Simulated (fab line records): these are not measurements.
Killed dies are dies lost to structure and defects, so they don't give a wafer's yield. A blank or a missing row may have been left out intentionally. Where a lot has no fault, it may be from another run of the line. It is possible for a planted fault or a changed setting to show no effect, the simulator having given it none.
fab line records || flow nand-harc
record: {"lots": 5, "wafers": 15, "last-day": 25}
route steps=1159 shown A_STAIRCASE@701 END@1159
lots that met no fault: taken from a fault-free run of the same line
start-h: start of the lot's first displayed wafer, in hours after the record's first day || wait-h: hours elapsed since this lot's preceding step || " repeats the value in the row above || L1.1+2: a single row standing in for several wafers || - no value present, or no start provided || * or withheld: withheld || < > ~ a bound
route shown NAME@n: NAME is a module with steps in the file, n the number in the route of the first one || usual: the fault-free wafers' mean and standard deviation || same: alike in all rows || chamber/n: place in a boat || sites: readings site by site || _std_site: the values' standard deviation || _edge_site: outer sites' mean less inner sites' || radius-mm: for every site, how far away it sits from the centre of the wafer || mask NAME#n: copy n || behind: tool/chamber where the wafer was last shaped || hold: why the lot went on hold/how many hours it stayed there/how the hold came to an end || device: whichever transistor did not switch (one of n, p or np) || end of line: the route-end tests of the same wafers || step lacking rows: just its recipe || killed: not the wafer's yield, but the dies lost to structure and defects at the first sort || map: the dies of a wafer, with x for killed, . for not killed, _ for no die there
set.NAME: setting as actually run; set.NAME@STEP: the setting as run at that earlier step || model.NAME: the simulator's own value behind a step, which no gauge read
a table for each step, a row for each wafer; lots at some steps of the route
services: a tool's chamber out of use, with start hour (start-h, from the record's first day; less than 0 if before it), hours out, and reason
== steps ==
step: NHARC_A_STAIRCASE_DEP_417
recipe: {"target-thk-a": 600, "step-coverage-pct": 20, "temp-c": 400, "target-thk-nm": 60, "flow-sccm": 200, "rf-w": 450, "material": "Si3N4"}
usual: {"heater-power-w": "700/130"}
{"lot.wafer": "L225.2", "tool": "pecvd-01", "chamber": 2, "start-h": 262.84, "wait-h": "-", "heater-power-w": 812}
{"lot.wafer": "L225.5", "tool": "pecvd-01", "chamber": 1, "start-h": 262.84, "wait-h": "-", "heater-power-w": 517}
{"lot.wafer": "L225.4", "tool": "pecvd-01", "chamber": 2, "start-h": 262.84, "wait-h": "-", "heater-power-w": 810}
{"lot.wafer": "L226.1", "tool": "pecvd-02", "chamber": 1, "start-h": 264.11, "wait-h": "-", "heater-power-w": 763}
{"lot.wafer": "L226.4", "tool": "pecvd-02", "chamber": 2, "start-h": 264.11, "wait-h": "-", "heater-power-w": 488}
{"lot.wafer": "L226.5", "tool": "pecvd-02", "chamber": 0, "start-h": 264.11, "wait-h": "-", "heater-power-w": 697}
{"lot.wafer": "L240.3", "tool": "pecvd-04", "chamber": 1, "start-h": 349.56, "wait-h": "-", "heater-power-w": 978}
{"lot.wafer": "L240.6", "tool": "pecvd-04", "chamber": 0, "start-h": 349.56, "wait-h": "-", "heater-power-w": 610}
{"lot.wafer": "L240.4", "tool": "pecvd-04", "chamber": 2, "start-h": 349.56, "wait-h": "-", "heater-power-w": 605}
{"lot.wafer": "L246.3", "tool": "pecvd-01", "chamber": 0, "start-h": 388.50, "wait-h": "-", "heater-power-w": 772}
{"lot.wafer": "L246.5", "tool": "pecvd-01", "chamber": 0, "start-h": 388.50, "wait-h": "-", "heater-power-w": 772}
{"lot.wafer": "L246.4", "tool": "pecvd-01", "chamber": 1, "start-h": 388.50, "wait-h": "-", "heater-power-w": 536}
{"lot.wafer": "L247.3", "tool": "pecvd-01", "chamber": 1, "start-h": 395.44, "wait-h": "-", "heater-power-w": 570}
{"lot.wafer": "L247.1", "tool": "pecvd-01", "chamber": 2, "start-h": 395.44, "wait-h": "-", "heater-power-w": 859}
{"lot.wafer": "L247.6", "tool": "pecvd-01", "chamber": 1, "start-h": 395.44, "wait-h": "-", "heater-power-w": 571}
step: NHARC_A_STAIRCASE_WET_418
recipe: {"temp-c": 160, "target-depth-a": 200, "chemistry": "H3PO4"}
step: NHARC_A_STAIRCASE_PRECLEAN_419
recipe: {"time-s": "*", "temp-c": 50, "bath-age-min": 0, "chemistry": "SC1"}
step: NHARC_A_STAIRCASE_SRD_421
step: NHARC_A_STAIRCASE_ALD_420
recipe: {"target-thk-a": 200, "pulse-time-s": 6, "ald-cycles": 200, "temp-c": 300, "material": "SiO2"}
usual: {"heater-power-w": "462/32", "precursor-pulse-height-rel": "1.001/0.019"}
{"lot.wafer": "L226.4", "tool": "ald-hk-02", "chamber": 1, "start-h": 266.55, "wait-h": "-", "heater-power-w": 436, "precursor-pulse-height-rel": 1.014}
{"lot.wafer": "L226.1", "tool": "ald-hk-02", "chamber": 2, "start-h": 266.55, "wait-h": "-", "heater-power-w": 463, "precursor-pulse-height-rel": 1.004}
{"lot.wafer": "L226.5", "tool": "ald-hk-02", "chamber": 2, "start-h": 266.55, "wait-h": "-", "heater-power-w": 480, "precursor-pulse-height-rel": 1.010}
{"lot.wafer": "L225.2", "tool": "ald-hk-04", "chamber": 0, "start-h": 266.56, "wait-h": "-", "heater-power-w": 484, "precursor-pulse-height-rel": 0.990}
{"lot.wafer": "L225.4", "tool": "ald-hk-04", "chamber": 2, "start-h": 266.56, "wait-h": "-", "heater-power-w": 428, "precursor-pulse-height-rel": 0.999}
{"lot.wafer": "L225.5", "tool": "ald-hk-04", "chamber": 0, "start-h": 266.56, "wait-h": "-", "heater-power-w": 486, "precursor-pulse-height-rel": 0.988}
{"lot.wafer": "L240.4", "tool": "ald-hk-01", "chamber": 0, "start-h": 353.29, "wait-h": "-", "heater-power-w": 399, "precursor-pulse-height-rel": 0.999}
{"lot.wafer": "L240.3", "tool": "ald-hk-01", "chamber": 1, "start-h": 353.29, "wait-h": "-", "heater-power-w": 485, "precursor-pulse-height-rel": 0.992}
{"lot.wafer": "L240.6", "tool": "ald-hk-01", "chamber": 1, "start-h": 353.29, "wait-h": "-", "heater-power-w": 500, "precursor-pulse-height-rel": 1.001}
{"lot.wafer": "L246.4", "tool": "ald-hk-04", "chamber": 0, "start-h": 392.28, "wait-h": "-", "heater-power-w": 458, "precursor-pulse-height-rel": 0.970}
{"lot.wafer": "L246.3", "tool": "ald-hk-04", "chamber": 2, "start-h": 392.28, "wait-h": "-", "heater-power-w": 427, "precursor-pulse-height-rel": 0.991}
{"lot.wafer": "L246.5", "tool": "ald-hk-04", "chamber": 0, "start-h": 392.28, "wait-h": "-", "heater-power-w": 462, "precursor-pulse-height-rel": 0.990}
{"lot.wafer": "L247.1", "tool": "ald-hk-04", "chamber": 1, "start-h": 399.38, "wait-h": "-", "heater-power-w": 441, "precursor-pulse-height-rel": 0.975}
{"lot.wafer": "L247.3", "tool": "ald-hk-04", "chamber": 3, "start-h": 399.38, "wait-h": "-", "heater-power-w": 460, "precursor-pulse-height-rel": 0.996}
{"lot.wafer": "L247.6", "tool": "ald-hk-04", "chamber": 1, "start-h": 399.38, "wait-h": "-", "heater-power-w": 435, "precursor-pulse-height-rel": 1.016}
step: NHARC_A_STAIRCASE_CVD_552
recipe: {"target-thk-a": 400, "temp-c": 700, "pressure-mtorr": 300, "material": "SiNx"}
step: NHARC_A_STAIRCASE_DEP_151
recipe: {"target-thk-a": 38000, "temp-c": 400, "target-thk-nm": 3800, "teos-flow-sccm": 200, "rf-w": 500, "material": "SiO2"}
usual: {"heater-power-w": "630/120", "mfc-precursor-sccm": "200.0/0.67"}
{"lot.wafer": "L225.2", "tool": "pecvd-02", "chamber": 2, "start-h": 274.82, "wait-h": 0.4, "heater-power-w": 588, "mfc-precursor-sccm": 199.9}
{"lot.wafer": "L225.4", "tool": "pecvd-02", "chamber": 2, "start-h": 274.82, "wait-h": 0.4, "heater-power-w": 490, "mfc-precursor-sccm": 199.2}
{"lot.wafer": "L225.5", "tool": "pecvd-02", "chamber": 1, "start-h": 274.82, "wait-h": 0.4, "heater-power-w": 640, "mfc-precursor-sccm": 200.7}
{"lot.wafer": "L226.1", "tool": "pecvd-01", "chamber": 1, "start-h": 274.91, "wait-h": 0.5, "heater-power-w": 559, "mfc-precursor-sccm": 198.1}
{"lot.wafer": "L226.4", "tool": "pecvd-01", "chamber": 1, "start-h": 274.91, "wait-h": 0.5, "heater-power-w": 458, "mfc-precursor-sccm": 199.1}
{"lot.wafer": "L226.5", "tool": "pecvd-01", "chamber": 2, "start-h": 274.91, "wait-h": 0.5, "heater-power-w": 698, "mfc-precursor-sccm": 200.5}
{"lot.wafer": "L240.3", "tool": "pecvd-01", "chamber": 0, "start-h": 361.55, "wait-h": 0.4, "heater-power-w": 733, "mfc-precursor-sccm": 200.3}
{"lot.wafer": "L240.6", "tool": "pecvd-01", "chamber": 0, "start-h": 361.55, "wait-h": 0.4, "heater-power-w": 616, "mfc-precursor-sccm": 201.0}
{"lot.wafer": "L240.4", "tool": "pecvd-01", "chamber": 1, "start-h": 361.55, "wait-h": 0.4, "heater-power-w": 454, "mfc-precursor-sccm": 199.3}
{"lot.wafer": "L246.3", "tool": "pecvd-01", "chamber": 1, "start-h": 400.62, "wait-h": 0.5, "heater-power-w": 552, "mfc-precursor-sccm": 199.0}
{"lot.wafer": "L246.4", "tool": "pecvd-01", "chamber": 0, "start-h": 400.62, "wait-h": 0.5, "heater-power-w": 611, "mfc-precursor-sccm": 199.3}
{"lot.wafer": "L246.5", "tool": "pecvd-01", "chamber": 1, "start-h": 400.62, "wait-h": 0.5, "heater-power-w": 469, "mfc-precursor-sccm": 199.7}
{"lot.wafer": "L247.3", "tool": "pecvd-04", "chamber": 2, "start-h": 407.78, "wait-h": 0.7, "heater-power-w": 596, "mfc-precursor-sccm": 199.8}
{"lot.wafer": "L247.1", "tool": "pecvd-04", "chamber": 0, "start-h": 407.78, "wait-h": 0.7, "heater-power-w": 534, "mfc-precursor-sccm": 200.9}
{"lot.wafer": "L247.6", "tool": "pecvd-04", "chamber": 0, "start-h": 407.78, "wait-h": 0.7, "heater-power-w": 439, "mfc-precursor-sccm": 199.4}
step: NHARC_A_STAIRCASE_ANNEAL_320
recipe: {"temp-c": 750, "time-s": 1800}
step: NHARC_A_STAIRCASE_DEP_322
recipe: {"target-thk-a": 38000, "temp-c": 400, "target-thk-nm": 3800, "teos-flow-sccm": 200, "rf-w": 500, "material": "SiO2"}
usual: {"heater-power-w": "630/130", "mfc-precursor-sccm": "200.1/0.69"}
{"lot.wafer": "L225.2", "tool": "pecvd-02", "chamber": 1, "start-h": 282.40, "wait-h": 0.2, "heater-power-w": 791, "mfc-precursor-sccm": 199.4}
{"lot.wafer": "L225.4", "tool": "pecvd-02", "chamber": 0, "start-h": 282.40, "wait-h": 0.2, "heater-power-w": 631, "mfc-precursor-sccm": 200.0}
{"lot.wafer": "L225.5", "tool": "pecvd-02", "chamber": 1, "start-h": 282.40, "wait-h": 0.2, "heater-power-w": 633, "mfc-precursor-sccm": 198.9}
{"lot.wafer": "L226.1", "tool": "pecvd-01", "chamber": 2, "start-h": 282.50, "wait-h": 0.3, "heater-power-w": 804, "mfc-precursor-sccm": 199.6}
{"lot.wafer": "L226.5", "tool": "pecvd-01", "chamber": 1, "start-h": 282.50, "wait-h": 0.3, "heater-power-w": 466, "mfc-precursor-sccm": 199.8}
{"lot.wafer": "L226.4", "tool": "pecvd-01", "chamber": 2, "start-h": 282.50, "wait-h": 0.3, "heater-power-w": 698, "mfc-precursor-sccm": 200.3}
{"lot.wafer": "L240.3", "tool": "pecvd-01", "chamber": 1, "start-h": 368.23, "wait-h": 0.3, "heater-power-w": 475, "mfc-precursor-sccm": 200.3}
{"lot.wafer": "L240.4", "tool": "pecvd-01", "chamber": 0, "start-h": 368.23, "wait-h": 0.3, "heater-power-w": 616, "mfc-precursor-sccm": 199.5}
{"lot.wafer": "L240.6", "tool": "pecvd-01", "chamber": 2, "start-h": 368.23, "wait-h": 0.3, "heater-power-w": 694, "mfc-precursor-sccm": 199.6}
{"lot.wafer": "L246.3", "tool": "pecvd-02", "chamber": 0, "start-h": 408.70, "wait-h": 0.4, "heater-power-w": 777, "mfc-precursor-sccm": 201.3}
{"lot.wafer": "L246.5", "tool": "pecvd-02", "chamber": 0, "start-h": 408.70, "wait-h": 0.4, "heater-power-w": 621, "mfc-precursor-sccm": 200.1}
{"lot.wafer": "L246.4", "tool": "pecvd-02", "chamber": 1, "start-h": 408.70, "wait-h": 0.4, "heater-power-w": 613, "mfc-precursor-sccm": 200.9}
{"lot.wafer": "L247.1", "tool": "pecvd-04", "chamber": 1, "start-h": 414.77, "wait-h": 0.1, "heater-power-w": 858, "mfc-precursor-sccm": 200.3}
{"lot.wafer": "L247.3", "tool": "pecvd-04", "chamber": 0, "start-h": 414.77, "wait-h": 0.1, "heater-power-w": 524, "mfc-precursor-sccm": 199.7}
{"lot.wafer": "L247.6", "tool": "pecvd-04", "chamber": 2, "start-h": 414.77, "wait-h": 0.1, "heater-power-w": 518, "mfc-precursor-sccm": 201.1}
step: NHARC_A_STAIRCASE_ANNEAL_323
recipe: {"temp-c": 750, "time-s": 1800}
step: NHARC_A_STAIRCASE_DEP_325
recipe: {"target-thk-a": 38000, "temp-c": 400, "target-thk-nm": 3800, "teos-flow-sccm": 200, "rf-w": 500, "material": "SiO2"}
usual: {"heater-power-w": "627/120", "mfc-precursor-sccm": "199.9/0.64"}
{"lot.wafer": "L225.2", "tool": "pecvd-01", "chamber": 0, "start-h": 290.23, "wait-h": 0.1, "heater-power-w": 651, "mfc-precursor-sccm": 201.0}
{"lot.wafer": "L225.5", "tool": "pecvd-01", "chamber": 0, "start-h": 290.23, "wait-h": 0.1, "heater-power-w": 606, "mfc-precursor-sccm": 199.6}
{"lot.wafer": "L225.4", "tool": "pecvd-01", "chamber": 2, "start-h": 290.23, "wait-h": 0.1, "heater-power-w": 687, "mfc-precursor-sccm": 199.0}
{"lot.wafer": "L226.1", "tool": "pecvd-02", "chamber": 1, "start-h": 290.33, "wait-h": 0.2, "heater-power-w": 750, "mfc-precursor-sccm": 200.0}
{"lot.wafer": "L226.4", "tool": "pecvd-02", "chamber": 1, "start-h": 290.33, "wait-h": 0.2, "heater-power-w": 627, "mfc-precursor-sccm": 200.2}
{"lot.wafer": "L226.5", "tool": "pecvd-02", "chamber": 2, "start-h": 290.33, "wait-h": 0.2, "heater-power-w": 472, "mfc-precursor-sccm": 199.5}
{"lot.wafer": "L240.3", "tool": "pecvd-01", "chamber": 2, "start-h": 379.16, "wait-h": 0.6, "heater-power-w": 757, "mfc-precursor-sccm": 200.0}
{"lot.wafer": "L240.6", "tool": "pecvd-01", "chamber": 0, "start-h": 379.16, "wait-h": 0.6, "heater-power-w": 612, "mfc-precursor-sccm": 210.9}
{"lot.wafer": "L240.4", "tool": "pecvd-01", "chamber": 1, "start-h": 379.16, "wait-h": 0.6, "heater-power-w": 466, "mfc-precursor-sccm": 199.4}
{"lot.wafer": "L246.3", "tool": "pecvd-04", "chamber": 0, "start-h": 419.33, "wait-h": 0.3, "heater-power-w": 506, "mfc-precursor-sccm": 200.1}
{"lot.wafer": "L246.5", "tool": "pecvd-04", "chamber": 1, "start-h": 419.33, "wait-h": 0.3, "heater-power-w": 813, "mfc-precursor-sccm": 200.7}
{"lot.wafer": "L246.4", "tool": "pecvd-04", "chamber": 2, "start-h": 419.33, "wait-h": 0.3, "heater-power-w": 506, "mfc-precursor-sccm": 200.7}
{"lot.wafer": "L247.1", "tool": "pecvd-02", "chamber": 1, "start-h": 419.41, "wait-h": 0.3, "heater-power-w": 736, "mfc-precursor-sccm": 200.2}
{"lot.wafer": "L247.3", "tool": "pecvd-02", "chamber": 2, "start-h": 419.41, "wait-h": 0.3, "heater-power-w": 509, "mfc-precursor-sccm": 199.7}
{"lot.wafer": "L247.6", "tool": "pecvd-02", "chamber": 0, "start-h": 419.41, "wait-h": 0.3, "heater-power-w": 620, "mfc-precursor-sccm": 199.9}
step: NHARC_A_STAIRCASE_ANNEAL_326
recipe: {"temp-c": 750, "time-s": 1800}
step: NHARC_END_SORT_01
recipe: {"temp-c": 25}
usual: {"killed-at-array": "26/11", "killed-at-other": "0.4/0.78", "killed-at-periphery": "3.4/2.4", "killed-dies": "29/11", "killed-open": "3.1/1.9", "killed-short": "1.9/1.4"}
same: {"gross-dies": 677}
{"lot.wafer": "L226.1", "tool": "prober-02", "chamber": 0, "start-h": 513.16, "wait-h": 2.5, "killed-at-array": 28, "killed-at-other": 0, "killed-at-periphery": 4, "killed-dies": 32, "killed-open": 3, "killed-short": 3}
{"lot.wafer": "L226.4", "tool": "prober-02", "chamber": 0, "start-h": 515.60, "wait-h": 3.4, "killed-at-array": 30, "killed-at-other": 0, "killed-at-periphery": 3, "killed-dies": 33, "killed-open": 3, "killed-short": 1}
{"lot.wafer": "L226.5", "tool": "prober-02", "chamber": 0, "start-h": 516.41, "wait-h": 3.7, "killed-at-array": 30, "killed-at-other": 0, "killed-at-periphery": 3, "killed-dies": 33, "killed-open": 1, "killed-short": 2}
{"lot.wafer": "L225.2", "tool": "prober-02", "chamber": 0, "start-h": 521.81, "wait-h": 2.8, "killed-at-array": 12, "killed-at-other": 0, "killed-at-periphery": 2, "killed-dies": 14, "killed-open": 0, "killed-short": 1}
{"lot.wafer": "L225.4", "tool": "prober-02", "chamber": 0, "start-h": 523.41, "wait-h": 3.4, "killed-at-array": 18, "killed-at-other": 0, "killed-at-periphery": 2, "killed-dies": 20, "killed-open": 1, "killed-short": 1}
{"lot.wafer": "L225.5", "tool": "prober-02", "chamber": 0, "start-h": 524.20, "wait-h": 3.7, "killed-at-array": 29, "killed-at-other": 0, "killed-at-periphery": 3, "killed-dies": 32, "killed-open": 3, "killed-short": 1}
{"lot.wafer": "L240.3", "tool": "prober-01", "chamber": 0, "start-h": 569.37, "wait-h": 3.1, "killed-at-array": 23, "killed-at-other": 0, "killed-at-periphery": 5, "killed-dies": 28, "killed-open": 3, "killed-short": 5}
{"lot.wafer": "L240.4", "tool": "prober-01", "chamber": 0, "start-h": 570.15, "wait-h": 3.4, "killed-at-array": 32, "killed-at-other": 0, "killed-at-periphery": 6, "killed-dies": 38, "killed-open": 5, "killed-short": 1}
{"lot.wafer": "L240.6", "tool": "prober-01", "chamber": 0, "start-h": 571.73, "wait-h": 3.9, "killed-at-array": 28, "killed-at-other": 0, "killed-at-periphery": 2, "killed-dies": 30, "killed-open": 2, "killed-short": 2}
{"lot.wafer": "L247.1", "tool": "prober-01", "chamber": 0, "start-h": 599.04, "wait-h": 2.5, "killed-at-array": 20, "killed-at-other": 0, "killed-at-periphery": 0, "killed-dies": 20, "killed-open": 5, "killed-short": 2}
{"lot.wafer": "L247.3", "tool": "prober-01", "chamber": 0, "start-h": 600.63, "wait-h": 3.1, "killed-at-array": 15, "killed-at-other": 0, "killed-at-periphery": 6, "killed-dies": 21, "killed-open": 7, "killed-short": 2}
{"lot.wafer": "L247.6", "tool": "prober-01", "chamber": 0, "start-h": 603.02, "wait-h": 4.0, "killed-at-array": 16, "killed-at-other": 0, "killed-at-periphery": 3, "killed-dies": 19, "killed-open": 5, "killed-short": 3}
{"lot.wafer": "L246.3", "tool": "prober-02", "chamber": 0, "start-h": 604.30, "wait-h": 3.1, "killed-at-array": 34, "killed-at-other": 1, "killed-at-periphery": 3, "killed-dies": 38, "killed-open": 3, "killed-short": 2}
{"lot.wafer": "L246.4", "tool": "prober-02", "chamber": 0, "start-h": 605.09, "wait-h": 3.4, "killed-at-array": 65, "killed-at-other": 0, "killed-at-periphery": 1, "killed-dies": 66, "killed-open": 3, "killed-short": 1}
{"lot.wafer": "L246.5", "tool": "prober-02", "chamber": 0, "start-h": 605.89, "wait-h": 3.7, "killed-at-array": 42, "killed-at-other": 0, "killed-at-periphery": 3, "killed-dies": 45, "killed-open": 4, "killed-short": 1}
killed by level:class
L226.1 A_CHANNEL_HOLE_D1:chamber-film-flake=15 A_SLIT:chamber-film-flake=5 P_M0:geometric-particle:short=2 A_ONON_D1:geometric-particle:open=2 A_STAIRCASE:chamber-film-flake=2 A_CONTACT:chamber-film-flake=2 A_WL_FILL:geometric-particle:short=1 A_CONTACT:geometric-particle:open=1
L226.4 A_CHANNEL_HOLE_D1:chamber-film-flake=13 A_STAIRCASE:chamber-film-flake=5 A_ZERO_WELL:chamber-film-flake=3 A_SLIT:chamber-film-flake=3 A_ONON_D1:geometric-particle:short=1 A_ONON_D1:geometric-particle:open=1 A_CHANNEL_HOLE_D1:geometric-particle:open=1 A_CHANNEL_FILL_D1:geometric-particle:open=1
L226.5 A_CHANNEL_HOLE_D1:chamber-film-flake=15 A_SLIT:chamber-film-flake=6 A_STAIRCASE:chamber-film-flake=5 A_CONTACT:chamber-film-flake=2 P_GATE:geometric-particle:short=1 P_CONTACT:geometric-particle:open=1 A_ONON_D1:geometric-particle:short=1 P_GATE:chamber-film-flake=1
L225.2 A_STAIRCASE:chamber-film-flake=3 P_GATE:chamber-film-flake=2 A_SGD_CUT:chamber-film-flake=2 A_SLIT:chamber-film-flake=2 A_CONTACT:chamber-film-flake=2 A_CONTACT:geometric-particle:short=1 A_CHANNEL_HOLE_D1:chamber-film-flake=1 A_BONDPAD:chamber-film-flake=1
L225.4 A_SLIT:chamber-film-flake=11 A_STAIRCASE:chamber-film-flake=2 A_SGD_CUT:chamber-film-flake=2 A_CHANNEL_FILL_D1:geometric-particle:open=1 A_M1:geometric-particle:short=1 P_GATE:chamber-film-flake=1 P_M2:chamber-film-flake=1 A_BLC:chamber-film-flake=1
L225.5 A_SLIT:chamber-film-flake=11 A_SGD_CUT:chamber-film-flake=7 A_STAIRCASE:chamber-film-flake=6 A_WL_FILL:chamber-film-flake=2 P_M1:geometric-particle:open=1 A_CHANNEL_HOLE_D1:geometric-particle:open=1 A_WL_FILL:geometric-particle:open=1 A_M1:geometric-particle:short=1
L240.3 A_SLIT:chamber-film-flake=8 P_M0:geometric-particle:short=2 P_ZERO_WELL:chamber-film-flake=2 A_CHANNEL_HOLE_D1:chamber-film-flake=2 A_WL_FILL:chamber-film-flake=2 A_CONTACT:chamber-film-flake=2 P_M0:geometric-particle:open=1 A_ONON_D1:geometric-particle:short=1
L240.4 A_SLIT:chamber-film-flake=16 P_STI:chamber-film-flake=4 A_CONTACT:chamber-film-flake=4 A_CHANNEL_HOLE_D1:chamber-film-flake=3 A_CHANNEL_FILL_D1:geometric-particle:open=2 A_WL_FILL:chamber-film-flake=2 A_BLC:chamber-film-flake=2 P_BONDPAD:geometric-particle:open=1
L240.6 A_SLIT:chamber-film-flake=21 A_CHANNEL_FILL_D1:geometric-particle:short=2 A_ZERO_WELL:chamber-film-flake=2 P_GATE:geometric-particle:open=1 A_M0:geometric-particle:open=1 P_STI:chamber-film-flake=1 A_WL_FILL:chamber-film-flake=1 A_BLC:chamber-film-flake=1
L247.1 A_CHANNEL_HOLE_D1:chamber-film-flake=7 A_CONTACT:geometric-particle:open=3 A_STAIRCASE:chamber-film-flake=3 A_CHANNEL_FILL_D1:geometric-particle:open=1 A_WL_FILL:geometric-particle:short=1 A_CONTACT:geometric-particle:short=1 A_M0:geometric-particle:open=1 A_ZERO_WELL:chamber-film-flake=1
L247.3 A_CHANNEL_HOLE_D1:chamber-film-flake=6 A_M1:chamber-film-flake=4 P_GATE:geometric-particle:open=2 P_CONTACT:geometric-particle:open=2 P_BONDPAD:geometric-particle:open=1 A_ONON_D1:geometric-particle:short=1 A_CHANNEL_HOLE_D1:geometric-particle:open=1 A_CHANNEL_FILL_D1:geometric-particle:short=1
L247.6 A_CHANNEL_HOLE_D1:chamber-film-flake=4 A_M1:chamber-film-flake=3 A_CHANNEL_FILL_D1:geometric-particle:open=2 A_CONTACT:geometric-particle:open=2 P_GATE:geometric-particle:short=1 P_CONTACT:geometric-particle:open=1 A_STAIRCASE:geometric-particle:short=1 A_WL_FILL:geometric-particle:short=1
L246.3 A_CHANNEL_HOLE_D1:chamber-film-flake=10 A_SLIT:chamber-film-flake=9 A_CONTACT:chamber-film-flake=5 P_BONDPAD:chamber-film-flake=2 A_STAIRCASE:chamber-film-flake=2 A_WL_FILL:chamber-film-flake=2 A_M1:chamber-film-flake=2 P_GATE:geometric-particle:open=1
L246.4 A_SLIT:chamber-film-flake=30 A_CHANNEL_HOLE_D1:chamber-film-flake=19 A_STAIRCASE:chamber-film-flake=4 A_CONTACT:chamber-film-flake=3 A_M0:chamber-film-flake=2 A_CHANNEL_FILL_D1:geometric-particle:open=1 A_WL_FILL:geometric-particle:short=1 A_CONTACT:geometric-particle:open=1
L246.5 A_CHANNEL_HOLE_D1:chamber-film-flake=18 A_SLIT:chamber-film-flake=17 A_CONTACT:chamber-film-flake=2 P_GATE:geometric-particle:open=1 P_M0:geometric-particle:short=1 A_WL_FILL:geometric-particle:open=1 A_CONTACT:geometric-particle:open=1 A_BLC:geometric-particle:open=1
== services ==
{"tool": "pecvd-01", "chamber": 0, "start-h": 250.35, "hours": "-", "kind": "clean"}
{"tool": "pecvd-01", "chamber": 1, "start-h": 250.35, "hours": "-", "kind": "clean"}
{"tool": "pecvd-01", "chamber": 2, "start-h": 250.35, "hours": "-", "kind": "clean"}
{"tool": "pecvd-02", "chamber": "-", "start-h": 266.83, "hours": 0.2, "kind": "repair"}
{"tool": "pecvd-02", "chamber": "-", "start-h": 303.58, "hours": 1.6, "kind": "repair"}
{"tool": "pecvd-01", "chamber": 0, "start-h": 311.79, "hours": 5.6, "kind": "repair"}
{"tool": "ald-hk-01", "chamber": "-", "start-h": 323.00, "hours": 0.9, "kind": "repair"}
{"tool": "pecvd-02", "chamber": "-", "start-h": 334.28, "hours": 13.0, "kind": "pm"}
{"tool": "pecvd-02", "chamber": 0, "start-h": 334.28, "hours": 13.0, "kind": "vent-cycle"}
{"tool": "pecvd-02", "chamber": 1, "start-h": 334.28, "hours": 13.0, "kind": "vent-cycle"}
{"tool": "pecvd-02", "chamber": 2, "start-h": 334.28, "hours": 13.0, "kind": "vent-cycle"}
{"tool": "pecvd-02", "chamber": 0, "start-h": 347.28, "hours": "-", "kind": "clean"}
{"tool": "pecvd-02", "chamber": 1, "start-h": 347.28, "hours": "-", "kind": "clean"}
{"tool": "pecvd-02", "chamber": 2, "start-h": 347.28, "hours": "-", "kind": "clean"}
{"tool": "ald-hk-04", "chamber": "-", "start-h": 364.00, "hours": 10.0, "kind": "pm"}
{"tool": "pecvd-04", "chamber": "-", "start-h": 376.00, "hours": 13.0, "kind": "pm"}
{"tool": "pecvd-04", "chamber": 0, "start-h": 376.00, "hours": 13.0, "kind": "vent-cycle"}
{"tool": "pecvd-04", "chamber": 1, "start-h": 376.00, "hours": 13.0, "kind": "vent-cycle"}
{"tool": "pecvd-01", "chamber": 2, "start-h": 404.77, "hours": 5.3, "kind": "repair"}
{"tool": "ald-hk-01", "chamber": "-", "start-h": 407.35, "hours": 10.0, "kind": "pm"}
{"tool": "pecvd-01", "chamber": "-", "start-h": 418.35, "hours": 13.0, "kind": "pm"}
{"tool": "pecvd-01", "chamber": 0, "start-h": 418.35, "hours": 13.0, "kind": "vent-cycle"}
{"tool": "pecvd-01", "chamber": 1, "start-h": 418.35, "hours": 13.0, "kind": "vent-cycle"}
{"tool": "pecvd-01", "chamber": 2, "start-h": 418.35, "hours": 13.0, "kind": "vent-cycle"}
== key ==
first-sign: {"step": "NHARC_A_STAIRCASE_DEP_325", "reading": "mfc-precursor-sccm", "direction": "up", "sigmas": 17, "usual": 199.9, "struck": 210.9}
effect none on later readings
met-at NHARC_A_STAIRCASE_DEP_325
struck-wafers L240.6
tester-left-out L240
onset-between 290.23 379.16
fault: {"kind": "process-parameter-drift", "tool": "pecvd-01", "chamber": 0, "onset-h": 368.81, "steps": "NHARC_A_STAIRCASE_DEP_325", "channel": "teos-flow-sccm", "offset": "*", "shape": "step", "end-h": 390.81, "acts-in": "*", "stated": "*"}
tester-left-out: of these lots the tester's yield and bins aren't shown, on N5 and GAA mostly nor the transistor test; their killed dies are dies lost to structure and defects alone, not to doping, threshold or leakage, so they don't give the yield
